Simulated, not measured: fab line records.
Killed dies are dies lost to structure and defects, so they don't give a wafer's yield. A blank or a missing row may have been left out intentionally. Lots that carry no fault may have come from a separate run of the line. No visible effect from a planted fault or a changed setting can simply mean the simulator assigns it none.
Chamber matching ; flow nand-harc ; rie-diel-03 running NHARC_P_M0_ETCH_34: 4 sister chambers
The step etches the open film in N2/H2, target depth 40 nm, overetch 12 nm, time 43.94 s. 4 wafers are shown with their chamber, then 7 later ones without.

EACH WAFER AND ITS CHAMBER
wafer;chamber;drypump-motor-current-A (A)
L223.5;0;5.5
L231.1;3;5.0
L232.2;2;6.3
L232.3;1;5.8

WAFERS WITHOUT THEIR CHAMBER
wafer;drypump-motor-current-A (A)
L232.4;5.5
L234.1;6.3
L234.4;5.8
L234.6;5.8
L235.1;5.4
L235.3;6.3
L235.5;5.5

THE CHAMBER EACH PASSED THROUGH
wafer;from the rows above;in truth
L232.4;0;0
L234.1;2;2
L234.4;1;1
L234.6;1;1
L235.1;0;0
L235.3;2;2
L235.5;0;0
Correctly placed: 7 of 7. From these rows, 0 cannot be placed. Placed wrongly: 0.
How it was worked out, from the rows above alone: a wafer's distance from a chamber is the root of the sum, over the readings, of the square of ((its reading less the chamber's mean) divided by the reading's scatter). If the next closest chamber is less than 2 further off than the closest, the wafer can't be placed; otherwise it belongs to the closest. The mean given for a chamber averages the wafers shown for that chamber. The scatter: with one shown wafer a chamber, the root of the mean of the squares of how far each hidden wafer lies from its nearest shown one.
